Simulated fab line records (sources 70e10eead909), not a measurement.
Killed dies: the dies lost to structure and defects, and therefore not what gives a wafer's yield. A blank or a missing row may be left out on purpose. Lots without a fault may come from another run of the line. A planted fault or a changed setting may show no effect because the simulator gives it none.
Chamber matching | flow nand-harc | NHARC_A_ZERO_WELL_DESCUM_12 on rie-diel-06 has 4 sister chambers
The step chemistry O2, time 3 s. 4 wafers are shown with their chamber, then 8 later ones without.

== EACH WAFER AND ITS CHAMBER ==
wafer  | chamber | drypump-motor-current-A (A)
L933.4 | 3       | 5.6
L936.2 | 1       | 5.9
L936.5 | 0       | 6.5
L937.2 | 2       | 5.8

== WAFERS MISSING THEIR CHAMBER ==
wafer  | drypump-motor-current-A (A)
L937.4 | 5.9
L937.5 | 5.9
L938.1 | 5.9
L938.4 | 5.7
L938.5 | 6.5
L941.1 | 5.9
L941.2 | 5.6
L941.5 | 6.5

== CHAMBER TAKEN BY EACH ==
wafer  | from the rows above     | in truth
L937.4 | 1                       | 1
L937.5 | 1                       | 1
L938.1 | 1                       | 1
L938.4 | can't be placed: 2 or 3 | 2
L938.5 | 0                       | 0
L941.1 | 1                       | 1
L941.2 | 3                       | 3
L941.5 | 0                       | 0
Correctly placed: 7 of 8. Not placeable from these rows: 1 (in 1, the candidates include the true chamber). Placed wrongly: 0.
How it was worked out, from the rows above alone: a wafer's distance from a chamber is the root of the sum, over the readings, of the square of ((its reading less the chamber's mean) divided by the reading's scatter). If the next closest chamber is less than 2 further off than the closest, the wafer can't be placed; otherwise it belongs to the closest. For every chamber, the mean is computed from those of its wafers that are shown. The scatter (one wafer shown for each chamber): square how far every hidden wafer sits from the nearest shown wafer, average those squares and take the square root.
